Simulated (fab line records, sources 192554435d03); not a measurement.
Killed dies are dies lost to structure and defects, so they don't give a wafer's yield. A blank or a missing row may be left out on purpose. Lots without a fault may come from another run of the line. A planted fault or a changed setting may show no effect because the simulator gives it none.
A struck lot beside a sound one | flow n5_finfet | 43 steps out of a route of 1938
Sound: wafers L999.4, L999.5, L999.6. Struck: wafers L101.1, L101.3, L101.4. The cause comes at the end.
At each step with rows: each side's tool, then ch and its chambers, then its first start. Under that, the readings that differ: sound wafers | struck wafers | difference of the means | sigmas: that difference in standard deviations of wafers without a fault.
alike: readings whose means differ by less than 2 such deviations, and words and numbers that are the same on both sides. not compared: withheld readings, readings that some wafer has no value for, bounds like >300 that may hide the same value, and numbers for which the record gives no deviation and whose values overlap.
The two part at a step that has a row with sigmas, a row that says differs or no value, or rows on one side only. Numbers that don't overlap but have no deviation are shown without sigmas and don't part them. A reading that every wafer of one side lacks parts them only if that side has two wafers or more.

first, 2 steps without rows for these wafers: N5_BEOL_M1_STRIP_83 (strips in C4F6/O2); N5_BEOL_M1_STRIP_36 (strips in N2/H2).
N5_BEOL_M1_TRENCH_ETCH_37: etches SiOC in C4F6/O2, target depth 55.207 nm, time 29 s.
  sound on rie_diel-01 ch 0,1,2; struck on rie_diel-02 ch 0,1,3
  alike: C4F6_flow_sccm, chamber_pressure_mTorr, drypump_motor_current_A, oes_product_au, rf_vpp_V, showerhead_plenum_p_Torr, throttle_valve_pct
  not compared: rf_hours_counter_h
then, 2 steps without rows for these wafers: N5_BEOL_M1_ETCH_41 (etches SiCN in CH3F/O2, target depth 31.9 nm, time 57.8 s); N5_BEOL_M1_STRIP_97 (strips in N2/H2, time 10 s).
N5_BEOL_M1_OCD_MEAS_38:
  sound on ocd-01, day 8 02:50; struck on ocd-02, day 8 08:58
  alike: trench_depth_nm
then, 4 steps without rows for these wafers: N5_BEOL_M1_HM_STRIP_39 (strips TiN in peroxide tin strip, target depth 25 nm, time 158 s); N5_BEOL_M1_SRD_40 (time 30 s); N5_BEOL_M1_PRECLEAN_42 (cleans in residue remover, time 60 s); N5_BEOL_M1_SRD_43 (time 30 s).
N5_BEOL_M1_CD_MEAS_35: target cd 18 nm, target cd y 21 nm.
  sound on cd_sem-03, day 8 02:59; struck on cd_sem-03, day 8 09:07
  alike: cd_nm
then, 1 step without rows for these wafers: N5_BEOL_M1_DEGAS_44 (time 60 s).
N5_BEOL_M1_PRE_CLEAN_45: time 30 s.
  sound on pvd_sputter-02, day 8 03:31; struck on pvd_sputter-01, day 8 10:55
  alike: heater_power_w
then, 3 steps without rows for these wafers: N5_BEOL_M1_ALD_84 (deposits TaN, pulse time 2 s, purge time 3 s, co reactant purge time 2 s); N5_BEOL_M1_SURFACE_TREAT_85; N5_BEOL_M1_CVD_47 (deposits Co from CCTBA/H2, target thk 3 nm, time 223.8 s).
N5_BEOL_M1_SPUTTER_48: material Cu, target thk 4.5 nm, time 8.29 s.
  sound on pvd_sputter-02, day 8 04:13; struck on pvd_sputter-03, day 8 11:31
  alike: throttle_valve_pct
then, 1 step without rows for these wafers: N5_BEOL_M1_ANNEAL_49 (time 240 s).
N5_BEOL_M1_SPUTTER_79: material Cu, target thk 4.5 nm, time 8.29 s.
  sound on pvd_sputter-02, day 8 04:26; struck on pvd_sputter-03, day 8 11:44
  alike: throttle_valve_pct
then, 3 steps without rows for these wafers: N5_BEOL_M1_ANNEAL_80 (time 240 s); N5_BEOL_M1_SPUTTER_81 (material Cu, target thk 4.5 nm, time 8.29 s); N5_BEOL_M1_ANNEAL_82 (time 240 s).
N5_BEOL_M1_SPUTTER_86: material Cu, target thk 4.5 nm, time 8.29 s.
  sound on pvd_sputter-02, day 8 05:05; struck on pvd_sputter-03, day 8 12:10
  alike: throttle_valve_pct
then, 13 steps without rows for these wafers: N5_BEOL_M1_ANNEAL_87 (time 240 s); N5_BEOL_M1_SPUTTER_88 (material Cu, target thk 4.5 nm, time 8.29 s); N5_BEOL_M1_ANNEAL_89 (time 240 s); N5_BEOL_M1_SPUTTER_90 (material Cu, target thk 4.5 nm, time 8.29 s); N5_BEOL_M1_ANNEAL_91 (time 240 s); N5_BEOL_M1_SPUTTER_92 (material Cu, target thk 4.5 nm, time 8.29 s); N5_BEOL_M1_ANNEAL_93 (time 240 s); N5_BEOL_M1_SPUTTER_94 (material Cu, target thk 4.5 nm, time 8.29 s); N5_BEOL_M1_ANNEAL_95 (time 240 s); N5_BEOL_M1_SPUTTER_96 (material Cu, target thk 4.5 nm, time 8.29 s); N5_BEOL_M1_ECD_50 (material Cu, target thk 300 nm); N5_BEOL_M1_ANNEAL_51 (time 90 s); N5_BEOL_M1_CMP_52 (polishes, stops on SiOC, t overpolish 6.8 s, target thk 40 nm).
N5_BEOL_M1_THK_MEAS_53: measures by xrf.
  sound on film_metro-01, day 8 08:19; struck on film_metro-02, day 8 14:04
  alike: M1_THK
then, 3 steps without rows for these wafers: N5_BEOL_M1_PRE_CLEAN_60 (time 15 s); N5_BEOL_M1_CO_CAP_55 (material Co, precursor CCTBA/H2, target thk 2 nm, time 102.1 s); N5_BEOL_M1_PRE_CLEAN_56 (time 15 s).
N5_BEOL_M1_DEP_57: deposits SiCN from 3MS/NH3, target thk 8 nm, time 14 s.
  sound on pecvd-03 ch 0,1,2, day 8 08:34; struck on pecvd-03 ch 0,2, day 8 14:26
  alike: showerhead_plenum_p_Torr, throttle_valve_pct
N5_BEOL_M1_RS_MEAS_58: measures by four-point-probe.
  sound on film_metro-01, day 8 08:37; struck on film_metro-01, day 8 14:32
  alike: M1_RS
-- the record jumps here: 6 days lie between the struck wafers' starts before and after (it left off in module BEOL_M1 and takes up again in module PASSIVATION, whose first step shown is number 1936 of the route) --
N5_PASSIVATION_PROBE_49:
  the record has rows for the struck wafers here (prober-02, day 14 20:58) and none for the sound ones

WHERE THEY PART
Only at N5_PASSIVATION_PROBE_49, within this record.

WHY: what the simulator had put in
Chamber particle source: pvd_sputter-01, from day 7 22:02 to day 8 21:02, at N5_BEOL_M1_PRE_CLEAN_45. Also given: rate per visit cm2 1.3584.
